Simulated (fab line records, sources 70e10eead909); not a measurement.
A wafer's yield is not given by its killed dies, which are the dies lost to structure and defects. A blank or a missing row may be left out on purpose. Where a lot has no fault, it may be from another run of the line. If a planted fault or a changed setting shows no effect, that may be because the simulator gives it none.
Struck lot and sound lot, side by side ; flow nand harc ; 13 steps out of a route of 1302
Sound: the wafers L963.2, L963.3, L963.4. Struck: wafers L978.1, L978.2, L978.3. At the end, the cause is stated.
Order at every step that has rows: each side's tool, ch and its chambers, its first start. Under that, the readings that differ: sound wafers ; struck wafers ; difference of the means ; sigmas: that difference in standard deviations of wafers without a fault.
alike: words and numbers the same on both sides, and readings whose means are apart by under 2 such deviations; not compared: readings that were withheld, readings missing a value for some wafer, numbers with overlapping values and no deviation given by the record, and bounds like >300 which may hide the same value.
A row with sigmas, a row that says differs or no value, or rows on one side alone: a step with any of these is where the two part. Numbers that have no deviation but don't overlap get no sigmas and don't part them. Lack of a reading on every wafer of one side parts them only where that side has two or more wafers.

first, 4 steps without rows for these wafers: NHARC_A_STAIRCASE_PEB_07 (peb time 130 s); NHARC_A_STAIRCASE_DEVELOP_08 (time 140 s); NHARC_A_STAIRCASE_HARDBAKE_10 (time 140 s); NHARC_A_STAIRCASE_DESCUM_11 (chemistry O2, time 3 s).
NHARC_A_STAIRCASE_TRIM_12: chemistry O2, time 211.2 s.
  sound on rie diel-03 ch 0,2,3, day 15 18:37; struck on rie diel-03 ch 0,2,3, day 22 16:14
  alike: drypump motor current A, oes product au, rf vpp V, showerhead plenum p Torr, throttle valve pct
  not compared: rf hours counter h
NHARC_A_STAIRCASE_ETCH_13: etches the open film in C4F8/O2, target depth 100 nm, time 40.5 s.
  sound on rie diel-03 ch 0,2,3; struck on rie diel-03 ch 0,2,3
reading;sound;struck;difference;sigmas
oes product au (a.u.);0.955 0.961 0.946;0.921 0.925 0.924;-0.031;-2
  alike: bias w, chamber pressure mTorr, rf vpp V
  not compared: rf hours counter h
then, 1 step without rows for these wafers: NHARC_A_STAIRCASE_TRIM_14 (chemistry O2, time 211.2 s).
NHARC_A_STAIRCASE_ETCH_15: etches the open film in C4F8/O2, target depth 100 nm, time 40.5 s.
  sound on rie diel-03 ch 0,1,3; struck on rie diel-03 ch 0,2,3
  alike: bias w, chamber pressure mTorr, oes product au, rf vpp V
  not compared: rf hours counter h
NHARC_A_STAIRCASE_TRIM_16: chemistry O2, time 211.2 s.
  sound on rie diel-03 ch 0,2,3; struck on rie diel-03 ch 0,2,3
  alike: drypump motor current A, oes product au, rf vpp V, showerhead plenum p Torr, throttle valve pct
  not compared: rf hours counter h
then, 1 step without rows for these wafers: NHARC_A_STAIRCASE_ETCH_17 (etches the open film in C4F8/O2, target depth 100 nm, time 40.5 s).
NHARC_A_STAIRCASE_TRIM_18: chemistry O2, time 211.2 s.
  sound on rie diel-03 ch 1,2,3; struck on rie diel-03 ch 0,2,3
reading;sound;struck;difference;sigmas
oes product au (a.u.);1.001 1.001 1.013;0.985 0.988 1.000;-0.014;-2
  alike: drypump motor current A, rf vpp V, showerhead plenum p Torr, throttle valve pct
  not compared: rf hours counter h
NHARC_A_STAIRCASE_ETCH_19: etches the open film in C4F8/O2, target depth 100 nm, time 40.5 s.
  sound on rie diel-03 ch 0,2,3, day 15 19:26; struck on rie diel-03 ch 0,2,3, day 22 17:53
  no value came back on the struck wafers for any of 5 readings (bias w (W), chamber pressure mTorr (mTorr) and others); on the sound wafers bias w (W) reads 1001 997 1004
-- the record jumps here: 8 days lie between the struck wafers' starts before and after (it left off in module A_STAIRCASE and takes up again in module END, whose first step shown is number 1302 of the route) --
NHARC_END_SORT_01:
  sound on prober-01 ch 0, day 24 16:22; struck on prober-01 ch 0, day 31 04:52
reading;sound;struck;difference;sigmas
hold;- - -;await dispo/3.7h/scrap await dispo/3.7h/scrap await dispo/3.7h/scrap;no value on the sound wafers;
killed at array;63 51 63;675 675 675;+616;+36
killed dies;66 54 69;677 677 677;+614;+34
  alike: killed at other, killed at periphery, killed open, killed short

== WHERE THEY PART ==
At NHARC_A_STAIRCASE_ETCH_13 first; at NHARC_END_SORT_01 last (within this record only).

WHY: what the simulator had put in
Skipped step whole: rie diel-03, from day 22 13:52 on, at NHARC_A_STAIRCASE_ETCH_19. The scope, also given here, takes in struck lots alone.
